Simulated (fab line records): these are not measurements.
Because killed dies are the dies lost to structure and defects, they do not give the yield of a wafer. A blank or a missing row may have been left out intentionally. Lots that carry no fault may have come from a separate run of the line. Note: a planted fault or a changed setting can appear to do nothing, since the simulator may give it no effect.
Chamber matching | flow n5-finfet | 4 sister chambers for N5_SD_EPI_N_LINER_46 on ald-sin-04
The step material SiNx, target thk 3 nm. 24 wafers are shown with their chamber, then 12 later ones without.

## EACH WAFER AND ITS CHAMBER
wafer  | chamber | heater-power-w (W) | susceptor-temp-C (C)
L076.1 | 3       | 845                | 399.78
L076.2 | 0       | 806                | 400.22
L076.4 | 1       | 735                | 400.08
L079.2 | 0       | 818                | 399.91
L079.3 | 0       | 806                | 400.03
L079.4 | 1       | 734                | 400.33
L081.2 | 3       | 886                | 400.15
L081.5 | 0       | 808                | 400.13
L081.6 | 1       | 740                | 399.66
L083.4 | 1       | 739                | 400.08
L083.5 | 0       | 791                | 400.04
L083.6 | 1       | 738                | 400.09
L085.1 | 0       | 797                | 399.77
L085.4 | 1       | 755                | 399.85
L085.5 | 0       | 795                | 400.12
L089.4 | 2       | 853                | 400.28
L089.5 | 1       | 759                | 400.20
L089.6 | 0       | 817                | 400.06
L090.1 | 3       | 866                | 399.87
L090.2 | 2       | 875                | 399.78
L090.3 | 1       | 751                | 400.25
L091.1 | 0       | 813                | 400.35
L091.3 | 1       | 764                | 399.90
L091.6 | 0       | 788                | 400.20

SIGNATURES, as means of the wafers listed above
reading          | chamber 0 | chamber 1 | chamber 2 | chamber 3 | scatter within a chamber
heater-power-w   | 803.90    | 746.11    | 864.00    | 865.67    | 12.5
susceptor-temp-C | 400.0830  | 400.0489  | 400.0300  | 399.9333  | 0.2
Rule: for each reading, subtract the chamber's mean from the wafer's reading, divide by that reading's scatter and square the result; add these up over the readings and take the root, which gives the wafer's distance from the chamber. If the next closest chamber is less than 2 further off than the closest, the wafer can't be placed; otherwise it belongs to the closest. The scatter is the square root of a quotient: the sum, over the shown wafers, of each reading's squared deviation from its chamber's mean, divided by wafers minus chambers.

## WAFERS MISSING THEIR CHAMBER
wafer  | heater-power-w (W) | susceptor-temp-C (C)
L093.1 | 868                | 400.32
L093.4 | 791                | 400.03
L093.6 | 757                | 400.18
L094.2 | 869                | 400.20
L094.3 | 903                | 399.92
L094.6 | 768                | 400.04
L095.2 | 869                | 399.79
L095.4 | 763                | 400.05
L095.5 | 751                | 400.18
L097.2 | 746                | 400.25
L097.3 | 871                | 399.68
L097.5 | 808                | 400.12

## CHAMBER TAKEN BY EACH
wafer  | from the rows above     | in truth
L093.1 | can't be placed: 2 or 3 | 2
L093.4 | 0                       | 0
L093.6 | 1                       | 1
L094.2 | can't be placed: 2 or 3 | 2
L094.3 | can't be placed: 3 or 2 | 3
L094.6 | can't be placed: 1 or 0 | 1
L095.2 | can't be placed: 3 or 2 | 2
L095.4 | can't be placed: 1 or 0 | 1
L095.5 | 1                       | 1
L097.2 | 1                       | 1
L097.3 | can't be placed: 3 or 2 | 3
L097.5 | 0                       | 0
Correctly placed: 5 of 12. Cannot be placed on the basis of these rows: 7; the candidates contain the true chamber in 7. Number placed wrongly: 0.
